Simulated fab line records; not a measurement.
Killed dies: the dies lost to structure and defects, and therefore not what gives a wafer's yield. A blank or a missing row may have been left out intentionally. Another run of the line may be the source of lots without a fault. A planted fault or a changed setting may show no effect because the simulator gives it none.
Chamber matching / flow n5 finfet / N5_BEOL_M12_ETCH_67 on rie diel-01: 4 sister chambers
The step etches SiARC in CF4, target depth 143 nm, time 238.3 s. 4 wafers are shown with their chamber, then 10 later ones without.

## WAFERS, EACH WITH ITS CHAMBER
wafer=L086.2; chamber=1; throttle valve pct (%)=15.49
wafer=L086.5; chamber=2; throttle valve pct (%)=15.65
wafer=L090.1; chamber=0; throttle valve pct (%)=15.94
wafer=L090.5; chamber=3; throttle valve pct (%)=15.41

## WAFERS WITH NO CHAMBER GIVEN
wafer=L090.6; throttle valve pct (%)=15.93
wafer=L094.4; throttle valve pct (%)=15.67
wafer=L094.5; throttle valve pct (%)=15.65
wafer=L094.6; throttle valve pct (%)=15.38
wafer=L095.1; throttle valve pct (%)=15.38
wafer=L095.5; throttle valve pct (%)=15.53
wafer=L095.6; throttle valve pct (%)=15.38
wafer=L096.1; throttle valve pct (%)=15.55
wafer=L096.2; throttle valve pct (%)=15.40
wafer=L096.3; throttle valve pct (%)=15.96

## THE CHAMBER EACH PASSED THROUGH
wafer=L090.6; from the rows above=0; in truth=0
wafer=L094.4; from the rows above=2; in truth=2
wafer=L094.5; from the rows above=2; in truth=2
wafer=L094.6; from the rows above=3; in truth=3
wafer=L095.1; from the rows above=3; in truth=3
wafer=L095.5; from the rows above=1; in truth=1
wafer=L095.6; from the rows above=3; in truth=3
wafer=L096.1; from the rows above=can't be placed: 1 or 2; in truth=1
wafer=L096.2; from the rows above=3; in truth=3
wafer=L096.3; from the rows above=0; in truth=0
Correct placement for 9 of the 10. Not placeable from these rows: 1 (in 1, the candidates include the true chamber). Wrongly placed: 0.
How it was worked out, from the rows above alone: a wafer's distance from a chamber is the root of the sum, over the readings, of the square of ((its reading less the chamber's mean) divided by the reading's scatter). The wafer belongs to the nearest chamber; if the next one is less than 2 further off, it can't be placed. Each chamber's mean is taken over the wafers shown for it. The scatter (one wafer shown for each chamber): square how far every hidden wafer sits from the nearest shown wafer, average those squares and take the square root.
